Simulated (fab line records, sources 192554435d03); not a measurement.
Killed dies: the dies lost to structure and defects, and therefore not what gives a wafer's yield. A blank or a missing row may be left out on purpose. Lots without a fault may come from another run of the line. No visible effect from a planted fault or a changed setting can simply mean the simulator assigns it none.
Problem report, 8D (eight disciplines) form, completed by code -- flow n5_finfet -- the parts of the form that need people (team, actions taken, sign-off) are left out

== 1. WHAT WENT WRONG ==
At N5_BEOL_M11_CMP_52, time_to_endpoint_s averages 108 s over 3 wafers from 2 lots, while fault-free wafers read 67 s, standard deviation 3.7. That is +11 standard deviations from the usual mean.
The step: polishes, stops on SiCOH lowk, t overpolish 7 s, target thk 140 nm.
Seen first at day 12 21:51 on cmp-03, wafer L480.1. The record holds 35 wafers of 12 lots with a number at this step. Rule for "out" (also "out of limits"): further than 4 standard deviations from the usual mean. The other wafers with a number count as sound.

== 2. WHAT IT IS AND WHAT IT IS NOT ==
question,is,is not
which readings at this step,time_to_endpoint_s,"motor_current_A, retaining_ring_pressure_frac"
which lots,"L479, L480","L472, L473, L474, L475, L486, L490, L491, L492, L493, L494"
which wafers of those lots,"L479.4, L479.5, L480.1","L479.1, L480.2, L480.3"
read on which tools,cmp-03,"cmp-01, cmp-02"
when,from day 12 21:51,"up to then (13 sound wafers); but 19 sound wafers of L479, L486, L490, L491, L492, L493, L494 came after"

== 3. THE SUSPECTS, EACH WITH WHAT RULES IT OUT ==
Counting: any tool at a process step up to the reading remains a suspect provided it ran every lot that is out. Sound lots after the first of them don't rule it out here, since some wafers of a struck lot are sound.
- ecd_cu-01 at N5_BEOL_M11_ECD_50 (material Cu, target thk 318 nm): kept. Every lot that is out went through it, the first being L480 (day 12 21:20); the last sound lot it ran before that was L475 (day 11 08:37).
- cmp-03 at N5_BEOL_M11_CMP_52 (polishes, stops on SiCOH lowk, t overpolish 7 s, target thk 140 nm): kept. Every lot that is out went through it, the first being L480 (day 12 21:51); the last sound lot it ran before that was L473 (day 11 08:10). Out on those wafers are its own readings of time_to_endpoint_s.
After counting, ecd_cu-01 at N5_BEOL_M11_ECD_50 and cmp-03 at N5_BEOL_M11_CMP_52 remain.

== 4. THE CAUSE (what the simulator had put in) ==
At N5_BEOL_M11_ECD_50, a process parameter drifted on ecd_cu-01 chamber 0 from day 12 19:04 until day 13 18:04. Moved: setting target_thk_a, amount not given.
This tool is one of the 2 suspects left after counting.

== 5. SEQUENCE OF EFFECTS, ordered by route ==
Rows list readings where the struck wafers' mean (over those with a number) sits beyond 3 standard deviations from the usual. Only readings for which the record gives a usual standard deviation are gone through. hours: the time from each lot's start at the first step in this table that gives one to its start at this step, as a median over the lots. sigmas: the change in usual standard deviations.
hours,step,reading,usual,on struck wafers,change,sigmas
0,N5_BEOL_M11_CMP_52,time_to_endpoint_s,67 s,108,+41,+11
The process steps in it:
- N5_BEOL_M11_CMP_52: polishes, stops on SiCOH lowk, t overpolish 7 s, target thk 140 nm.

== 6. HOW IT WOULD HAVE BEEN CAUGHT EARLIER ==
3 hours passed between the start of the fault at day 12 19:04 and the first reading out of limits in this record, taken at day 12 21:51.
Among the 2 lots that are out, L479 began N5_BEOL_M11_ECD_50 on ecd_cu-01 after day 12 21:51. Had the tool been put on hold then, it would have been spared.
